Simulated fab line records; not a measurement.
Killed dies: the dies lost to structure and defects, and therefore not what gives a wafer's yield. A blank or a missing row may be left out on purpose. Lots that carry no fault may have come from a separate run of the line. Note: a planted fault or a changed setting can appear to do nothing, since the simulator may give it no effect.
Struck lot and sound lot, side by side + flow n5Finfet + 13 out of 1938 route steps
Sound: these wafers, L504.1, L504.5, L504.6. The struck wafers were L514.1, L514.3, L514.6. The cause is named last.
Each step with rows lists, per side, the tool, then ch with its chambers, then its first start. Under that, the readings that differ: sound wafers + struck wafers + difference of the means + sigmas: that difference in standard deviations of wafers without a fault.
alike: same words and numbers on both sides, and readings whose means sit less than 2 such deviations apart. not compared: any withheld reading, any reading some wafer has no value for, any bound like >300 that may hide the same value, and any number with overlapping values for which the record gives no deviation.
Wherever a step has rows on one side only, a row that says differs or no value, or a row with sigmas, the two part there. Numbers that have no deviation but don't overlap get no sigmas and don't part them. A reading that every wafer of one side lacks parts them only if that side has two wafers or more.

N5_BEOL_M5_RS_MEAS_57: the measuring method here is four-point-probe.
  sound on filmMetro-01, day 10 18:04; struck on filmMetro-02, day 13 22:08
  alike: M5_RS
N5_BEOL_M6_ILD_DEP_00: deposits SiCOH lowk from DEMS/porogen, target thk 179.75 nm, time 33.4 s.
  sound on pecvd-02 ch 1,2, day 10 18:08; struck on pecvd-02 ch 0,1,2, day 13 22:11
  alike: heaterPowerW, showerheadPlenumPTorr, throttleValvePct
N5_BEOL_M6_CURE_74: cures SiCOH lowk, time 240 s.
  sound on uvCure-02 ch 2, day 10 18:11; struck on uvCure-03 ch 2, day 13 22:16
  alike: lampPowerPct, wafer_temp_C_max
N5_BEOL_M6_THK_MEAS_01:
  sound on filmMetro-01, day 10 18:42; struck on filmMetro-01, day 13 23:15
  alike: M6_ILD_THK
N5_BEOL_M6_PECVD_70: deposits SiO2 from TEOS/O2, target thk 20 nm, time 22.7 s.
  sound on pecvd-01 ch 0,1,2, day 10 18:44; struck on pecvd-02 ch 0,1, day 13 23:17
| reading          | sound        | struck      | difference | sigmas |
|------------------|--------------|-------------|------------|--------|
| heaterPowerW (W) | 580 1044 805 | 564 628 636 | -200       | -2     |
  alike: showerheadPlenumPTorr, throttleValvePct
N5_BEOL_M6_HM_DEP_02: deposits TiN, target thk 20 nm.
  sound on pvdSputter-01, day 10 19:31; struck on pvdSputter-01, day 14 00:28
  alike: throttleValvePct
then, 5 steps without rows for these wafers: N5_BEOL_M6_COAT_59 (time 60 s, resist thk 100 nm); N5_BEOL_M6_COAT_60 (time 60 s, resist thk 35 nm); N5_BEOL_M6_COAT_05 (resist thk 90 nm); N5_BEOL_M6_EBR_07; N5_BEOL_M6_SOFTBAKE_06 (time 60 s).
N5_BEOL_M6_EXPOSE_08: exposes mask M6.
  struck on arfiScanner-02, day 14 00:43; sound on arfiScanner-03 ch 0, day 10 19:55
  no value came back on the struck wafers for dipoleOpeningDeg (degrees), exposureDoseMJCm2, focusOffsetNm (nm); on the sound wafers dipoleOpeningDeg (degrees) reads 35 35 35
  alike: mask
then, 1 step without rows for these wafers: N5_BEOL_M6_PEB_09 (peb time 60 s).

WHERE THEY PART
Earliest at N5_BEOL_M6_PECVD_70; latest, in this record, at N5_BEOL_M6_EXPOSE_08.

WHY: whatever the simulator had introduced
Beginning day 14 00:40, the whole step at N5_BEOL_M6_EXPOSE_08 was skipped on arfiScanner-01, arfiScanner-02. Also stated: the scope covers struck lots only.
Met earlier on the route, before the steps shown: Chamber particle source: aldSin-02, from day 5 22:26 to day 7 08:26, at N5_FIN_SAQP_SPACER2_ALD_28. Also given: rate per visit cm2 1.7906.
